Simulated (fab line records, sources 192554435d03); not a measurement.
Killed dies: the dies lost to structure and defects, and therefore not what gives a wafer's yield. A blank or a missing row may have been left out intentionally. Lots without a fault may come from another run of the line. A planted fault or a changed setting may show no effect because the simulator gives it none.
Chamber matching / flow n5Finfet / 4 sister chambers for N5_BEOL_M2_ETCH_74 on rieDiel-06
The step etches underlayer in N2/H2, target depth 6.5 nm, time 5.2 s. 7 wafers are shown with their chamber, then 7 later ones without.

== WAFERS, EACH WITH ITS CHAMBER ==
wafer=L076.2; chamber=0; showerheadPlenumPTorr (Torr)=2.56; drypumpMotorCurrentA (A)=5.7
wafer=L081.5; chamber=1; showerheadPlenumPTorr (Torr)=2.49; drypumpMotorCurrentA (A)=6.2
wafer=L086.3; chamber=1; showerheadPlenumPTorr (Torr)=2.48; drypumpMotorCurrentA (A)=6.1
wafer=L091.2; chamber=3; showerheadPlenumPTorr (Torr)=2.52; drypumpMotorCurrentA (A)=5.8
wafer=L091.6; chamber=2; showerheadPlenumPTorr (Torr)=2.67; drypumpMotorCurrentA (A)=6.1
wafer=L092.1; chamber=3; showerheadPlenumPTorr (Torr)=2.52; drypumpMotorCurrentA (A)=5.8
wafer=L092.2; chamber=2; showerheadPlenumPTorr (Torr)=2.67; drypumpMotorCurrentA (A)=6.1

== WAFERS WHOSE CHAMBER IS MISSING ==
wafer=L092.3; showerheadPlenumPTorr (Torr)=2.48; drypumpMotorCurrentA (A)=6.2
wafer=L095.1; showerheadPlenumPTorr (Torr)=2.66; drypumpMotorCurrentA (A)=6.1
wafer=L095.3; showerheadPlenumPTorr (Torr)=2.54; drypumpMotorCurrentA (A)=5.7
wafer=L095.6; showerheadPlenumPTorr (Torr)=2.52; drypumpMotorCurrentA (A)=5.8
wafer=L097.1; showerheadPlenumPTorr (Torr)=2.54; drypumpMotorCurrentA (A)=5.7
wafer=L097.3; showerheadPlenumPTorr (Torr)=2.51; drypumpMotorCurrentA (A)=5.8
wafer=L097.6; showerheadPlenumPTorr (Torr)=2.54; drypumpMotorCurrentA (A)=5.7

== WHICH CHAMBER EACH WENT THROUGH ==
wafer=L092.3; from the rows above=1; in truth=1
wafer=L095.1; from the rows above=2; in truth=2
wafer=L095.3; from the rows above=can't be placed: 0 or 3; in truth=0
wafer=L095.6; from the rows above=3; in truth=3
wafer=L097.1; from the rows above=can't be placed: 0 or 3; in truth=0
wafer=L097.3; from the rows above=3; in truth=3
wafer=L097.6; from the rows above=can't be placed: 0 or 3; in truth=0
4 of 7 placed correctly. Not placeable from these rows: 3 (in 3, the candidates include the true chamber). Wrongly placed: 0.
How it was worked out, from the rows above alone: a wafer's distance from a chamber is the root of the sum, over the readings, of the square of ((its reading less the chamber's mean) divided by the reading's scatter). If the next closest chamber is less than 2 further off than the closest, the wafer can't be placed; otherwise it belongs to the closest. A chamber's mean is the mean of its shown wafers. The scatter: the root of (the sum of the squares of (reading less its chamber's mean) over the shown wafers, divided by (wafers less chambers)).
